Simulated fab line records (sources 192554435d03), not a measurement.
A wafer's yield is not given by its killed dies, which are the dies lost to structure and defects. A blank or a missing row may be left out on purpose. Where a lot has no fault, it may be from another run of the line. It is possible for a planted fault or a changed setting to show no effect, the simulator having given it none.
Chamber matching || flow n5-finfet || N5_GATE_CUT_SAC_CAP_01 on ald-sin-02: 4 sister chambers
The step material SiNx, target thk 24 nm, pulse time 1 s, ald cycles 480. 20 wafers are shown with their chamber, then 10 later ones without.

## WAFERS PAIRED WITH THEIR CHAMBERS
{"wafer": "L076.1", "chamber": 1, "heater-power-w (W)": 873, "precursor-pulse-height-rel": 1.019}
{"wafer": "L076.5", "chamber": 2, "heater-power-w (W)": 1001, "precursor-pulse-height-rel": 0.984}
{"wafer": "L076.6", "chamber": 1, "heater-power-w (W)": 859, "precursor-pulse-height-rel": 0.984}
{"wafer": "L079.3", "chamber": 2, "heater-power-w (W)": 966, "precursor-pulse-height-rel": 0.999}
{"wafer": "L079.4", "chamber": 1, "heater-power-w (W)": 843, "precursor-pulse-height-rel": 1.011}
{"wafer": "L079.6", "chamber": 3, "heater-power-w (W)": 974, "precursor-pulse-height-rel": 1.002}
{"wafer": "L086.1", "chamber": 1, "heater-power-w (W)": 856, "precursor-pulse-height-rel": 0.989}
{"wafer": "L086.4", "chamber": 2, "heater-power-w (W)": 964, "precursor-pulse-height-rel": 1.029}
{"wafer": "L086.5", "chamber": 0, "heater-power-w (W)": 741, "precursor-pulse-height-rel": 0.985}
{"wafer": "L088.1", "chamber": 2, "heater-power-w (W)": 954, "precursor-pulse-height-rel": 0.979}
{"wafer": "L088.2", "chamber": 0, "heater-power-w (W)": 729, "precursor-pulse-height-rel": 0.999}
{"wafer": "L088.5", "chamber": 2, "heater-power-w (W)": 994, "precursor-pulse-height-rel": 1.020}
{"wafer": "L090.1", "chamber": 2, "heater-power-w (W)": 979, "precursor-pulse-height-rel": 0.994}
{"wafer": "L090.4", "chamber": 0, "heater-power-w (W)": 726, "precursor-pulse-height-rel": 1.021}
{"wafer": "L090.5", "chamber": 3, "heater-power-w (W)": 999, "precursor-pulse-height-rel": 0.998}
{"wafer": "L091.1", "chamber": 3, "heater-power-w (W)": 972, "precursor-pulse-height-rel": 1.014}
{"wafer": "L091.2", "chamber": 2, "heater-power-w (W)": 1011, "precursor-pulse-height-rel": 1.006}
{"wafer": "L091.3", "chamber": 1, "heater-power-w (W)": 871, "precursor-pulse-height-rel": 1.020}
{"wafer": "L091.4", "chamber": 0, "heater-power-w (W)": 752, "precursor-pulse-height-rel": 1.018}
{"wafer": "L091.5", "chamber": 2, "heater-power-w (W)": 1012, "precursor-pulse-height-rel": 0.978}

SIGNATURES (averages over the wafers above)
{"reading": "heater-power-w", "chamber 0": 737.00, "chamber 1": 860.40, "chamber 2": 985.12, "chamber 3": 981.67, "scatter within a chamber": 17.7}
{"reading": "precursor-pulse-height-rel", "chamber 0": 1.00575, "chamber 1": 1.00460, "chamber 2": 0.99862, "chamber 3": 1.00467, "scatter within a chamber": 0.017}
Rule: for each reading, subtract the chamber's mean from the wafer's reading, divide by that reading's scatter and square the result; add these up over the readings and take the root, which gives the wafer's distance from the chamber. The wafer belongs to the nearest chamber; if the next one is less than 2 further off, it can't be placed. The scatter: take each reading less its chamber's mean, square it, sum over the shown wafers, divide by the number of wafers less the number of chambers, and take the root.

## WAFERS WHOSE CHAMBER IS MISSING
{"wafer": "L091.6", "heater-power-w (W)": 988, "precursor-pulse-height-rel": 0.977}
{"wafer": "L093.1", "heater-power-w (W)": 739, "precursor-pulse-height-rel": 0.997}
{"wafer": "L093.2", "heater-power-w (W)": 899, "precursor-pulse-height-rel": 1.040}
{"wafer": "L093.3", "heater-power-w (W)": 997, "precursor-pulse-height-rel": 0.994}
{"wafer": "L093.4", "heater-power-w (W)": 970, "precursor-pulse-height-rel": 0.976}
{"wafer": "L093.5", "heater-power-w (W)": 729, "precursor-pulse-height-rel": 0.994}
{"wafer": "L093.6", "heater-power-w (W)": 981, "precursor-pulse-height-rel": 0.982}
{"wafer": "L097.2", "heater-power-w (W)": 881, "precursor-pulse-height-rel": 1.009}
{"wafer": "L097.4", "heater-power-w (W)": 724, "precursor-pulse-height-rel": 1.036}
{"wafer": "L097.6", "heater-power-w (W)": 986, "precursor-pulse-height-rel": 1.022}

## CHAMBER TAKEN BY EACH
{"wafer": "L091.6", "from the rows above": "can't be placed: 2 or 3", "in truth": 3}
{"wafer": "L093.1", "from the rows above": 0, "in truth": 0}
{"wafer": "L093.2", "from the rows above": 1, "in truth": 1}
{"wafer": "L093.3", "from the rows above": "can't be placed: 2 or 3", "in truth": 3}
{"wafer": "L093.4", "from the rows above": "can't be placed: 2 or 3", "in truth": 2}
{"wafer": "L093.5", "from the rows above": 0, "in truth": 0}
{"wafer": "L093.6", "from the rows above": "can't be placed: 2 or 3", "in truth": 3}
{"wafer": "L097.2", "from the rows above": 1, "in truth": 1}
{"wafer": "L097.4", "from the rows above": 0, "in truth": 0}
{"wafer": "L097.6", "from the rows above": "can't be placed: 3 or 2", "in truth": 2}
5 of 10 placed correctly. Cannot be placed on the basis of these rows: 5; the candidates contain the true chamber in 5. 0 placed wrongly.
